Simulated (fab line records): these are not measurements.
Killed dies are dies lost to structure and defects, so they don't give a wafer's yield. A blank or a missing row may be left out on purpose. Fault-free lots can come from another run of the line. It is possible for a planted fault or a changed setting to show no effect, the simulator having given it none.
Chamber matching -- flow n5-finfet -- ald-metal-01 running N5_HKMG_FIN_ALD_79: 4 sister chambers
The step deposits TiN, target thk 1.5 nm, pulse time 1 s, purge time 3 s. 8 wafers are shown with their chamber, then 8 later ones without.

WAFERS, EACH WITH ITS CHAMBER
wafer,chamber,heater-power-w (W),precursor-pulse-height-rel
L342.5,2,903,0.976
L348.1,1,938,1.017
L348.3,3,810,1.005
L348.4,0,781,1.017
L349.1,2,883,1.020
L349.4,1,917,0.967
L349.6,3,816,1.008
L350.1,0,796,1.036

WAFERS WITH NO CHAMBER GIVEN
wafer,heater-power-w (W),precursor-pulse-height-rel
L350.3,886,0.996
L350.5,878,0.981
L356.2,872,1.036
L356.3,787,0.983
L356.4,818,1.042
L357.1,815,1.003
L357.3,915,1.004
L357.6,943,0.979

WHICH CHAMBER EACH ONE RAN IN
wafer,from the rows above,in truth
L350.3,2,2
L350.5,2,2
L356.2,2,2
L356.3,can't be placed: 0 or 3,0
L356.4,can't be placed: 3 or 0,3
L357.1,3,3
L357.3,can't be placed: 1 or 2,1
L357.6,1,1
Correct placement for 5 of the 8. Not placeable from these rows: 3 (in 3, the candidates include the true chamber). Number placed wrongly: 0.
How it was worked out, from the rows above alone: a wafer's distance from a chamber is the root of the sum, over the readings, of the square of ((its reading less the chamber's mean) divided by the reading's scatter). If the next closest chamber is less than 2 further off than the closest, the wafer can't be placed; otherwise it belongs to the closest. The mean given for a chamber averages the wafers shown for that chamber. The scatter is the square root of a quotient: the sum, over the shown wafers, of each reading's squared deviation from its chamber's mean, divided by wafers minus chambers.
